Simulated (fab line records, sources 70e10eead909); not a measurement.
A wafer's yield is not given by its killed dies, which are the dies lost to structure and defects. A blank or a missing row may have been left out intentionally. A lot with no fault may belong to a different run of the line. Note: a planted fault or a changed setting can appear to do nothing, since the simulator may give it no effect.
Chamber matching	flow nand_harc	rie_diel-13 running NHARC_A_STAIRCASE_ETCH_292: 4 sister chambers
The step etches the open film in CF4/CHF3. 8 wafers are shown with their chamber, then 8 later ones without.

## WAFERS WITH THEIR CHAMBER
wafer	chamber	showerhead_plenum_p_Torr (Torr)	drypump_motor_current_A (A)
L077.6	2	1.68	5.9
L083.1	0	1.70	6.3
L083.2	3	1.55	5.2
L083.6	1	1.48	6.0
L085.1	3	1.55	5.2
L085.2	0	1.69	6.3
L085.3	2	1.68	5.8
L089.1	1	1.48	5.9

## WAFERS WITHOUT THEIR CHAMBER
wafer	showerhead_plenum_p_Torr (Torr)	drypump_motor_current_A (A)
L089.4	1.55	5.2
L089.6	1.68	5.8
L090.1	1.48	5.9
L090.3	1.55	5.2
L090.6	1.55	5.2
L095.1	1.67	5.8
L095.3	1.69	6.3
L095.6	1.67	5.8

## CHAMBER TAKEN BY EACH
wafer	from the rows above	in truth
L089.4	3	3
L089.6	2	2
L090.1	1	1
L090.3	3	3
L090.6	3	3
L095.1	2	2
L095.3	0	0
L095.6	2	2
Correctly placed: 8 of 8. Not placeable from these rows: 0. Wrongly placed: 0.
How it was worked out, from the rows above alone: a wafer's distance from a chamber is the root of the sum, over the readings, of the square of ((its reading less the chamber's mean) divided by the reading's scatter). The wafer belongs to the nearest chamber; if the next one is less than 2 further off, it can't be placed. The mean given for a chamber averages the wafers shown for that chamber. The scatter: take each reading less its chamber's mean, square it, sum over the shown wafers, divide by the number of wafers less the number of chambers, and take the root.
